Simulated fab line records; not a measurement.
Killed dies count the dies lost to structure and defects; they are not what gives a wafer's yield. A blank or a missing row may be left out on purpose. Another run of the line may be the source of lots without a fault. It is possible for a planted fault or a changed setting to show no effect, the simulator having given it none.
What tool caused it? || flow n5Finfet || at 1 step of a route of 1938, 24 lots with 72 wafers sampled

WHAT THE GAUGES READ, wafer by wafer
N5_BEOL_M4_THK_MEAS_53: measures by xrf. Usual: M4_THK gives 40.4 nm (standard deviation 1.4).
{"lot": "L074", "measured": "day 7 19:11", "on": "filmMetro-01", "M4_THK (nm)": "40.3 39.4 38.3", "flag": ""}
{"lot": "L076", "measured": "day 7 21:16", "on": "filmMetro-02", "M4_THK (nm)": "40.6 39.8 41.3", "flag": ""}
{"lot": "L075", "measured": "day 8 14:47", "on": "filmMetro-02", "M4_THK (nm)": "40.8 39.9 39.0", "flag": ""}
{"lot": "L077", "measured": "day 8 15:03", "on": "filmMetro-02", "M4_THK (nm)": "39.6 41.3 41.7", "flag": ""}
{"lot": "L078", "measured": "day 8 20:01", "on": "filmMetro-02", "M4_THK (nm)": "38.9 40.1 39.9", "flag": ""}
{"lot": "L079", "measured": "day 9 08:12", "on": "filmMetro-02", "M4_THK (nm)": "39.0 41.5 40.7", "flag": ""}
{"lot": "L081", "measured": "day 9 16:43", "on": "filmMetro-02", "M4_THK (nm)": "39.1 41.9 38.6", "flag": ""}
{"lot": "L082", "measured": "day 9 21:17", "on": "filmMetro-01", "M4_THK (nm)": "39.2 40.6 40.1", "flag": ""}
{"lot": "L080", "measured": "day 10 00:29", "on": "filmMetro-02", "M4_THK (nm)": "42.1 42.9 42.5", "flag": ""}
{"lot": "L083", "measured": "day 10 02:01", "on": "filmMetro-01", "M4_THK (nm)": "38.6 41.6 39.3", "flag": ""}
{"lot": "L084", "measured": "day 10 05:48", "on": "filmMetro-02", "M4_THK (nm)": "40.0 40.3 43.0", "flag": ""}
{"lot": "L085", "measured": "day 10 22:25", "on": "filmMetro-02", "M4_THK (nm)": "42.0 39.0 40.3", "flag": ""}
{"lot": "L086", "measured": "day 11 10:44", "on": "filmMetro-01", "M4_THK (nm)": "40.6 41.6 42.2", "flag": ""}
{"lot": "L087", "measured": "day 11 16:05", "on": "filmMetro-01", "M4_THK (nm)": "38.9 39.7 40.6", "flag": ""}
{"lot": "L088", "measured": "day 11 19:26", "on": "filmMetro-02", "M4_THK (nm)": "40.7 38.5 39.3", "flag": ""}
{"lot": "L090", "measured": "day 12 01:06", "on": "filmMetro-01", "M4_THK (nm)": "42.1 41.3 42.2", "flag": ""}
{"lot": "L091", "measured": "day 12 09:01", "on": "filmMetro-02", "M4_THK (nm)": "38.8 40.7 39.4", "flag": ""}
{"lot": "L089", "measured": "day 12 12:41", "on": "filmMetro-02", "M4_THK (nm)": "42.0 43.1 42.7", "flag": ""}
{"lot": "L092", "measured": "day 12 16:03", "on": "filmMetro-01", "M4_THK (nm)": "40.9 40.6 41.1", "flag": ""}
{"lot": "L094", "measured": "day 12 18:14", "on": "filmMetro-01", "M4_THK (nm)": "39.0 40.5 39.8", "flag": ""}
{"lot": "L093", "measured": "day 12 20:22", "on": "filmMetro-01", "M4_THK (nm)": "41.0 42.3 39.4", "flag": ""}
{"lot": "L095", "measured": "day 12 23:29", "on": "filmMetro-02", "M4_THK (nm)": "37.8 39.0 39.4", "flag": ""}
{"lot": "L096", "measured": "day 13 20:28", "on": "filmMetro-02", "M4_THK (nm)": "39.2 38.7 38.1", "flag": ""}
{"lot": "L097", "measured": "day 13 23:26", "on": "filmMetro-02", "M4_THK (nm)": "37.7 39.4 39.4", "flag": ""}

WHAT TOOL EACH LOT RAN ON (gives the tool, then ch and the chambers of the sampled wafers, and finally the start)
Record: no process step prior to these readings.

WHAT THE TOOLS THEMSELVES READ (means of the sampled wafers that have a number; where no wafer has one, the mark that the record gives instead)
The record holds no such reading with a usual standard deviation.

THE ANSWER, worked out from the rows above alone
Rule: lot off if the mean of its wafers having a number is beyond 3 standard deviations from the usual mean. Also off: a lot with no number at a reading for which 4 or more lots have one. Any other lot the step has rows for is counted as sound. First the gauges in route order, then the tools' own readings, where a lot's mean is used as printed above. The first step at which some lot is off is used, and at that step the reading that is off furthest; a lot without a number counts as furthest.
No lot is off on any of the readings shown, so nothing can be concluded from this.

WHAT THE SIMULATOR HAD PUT IN
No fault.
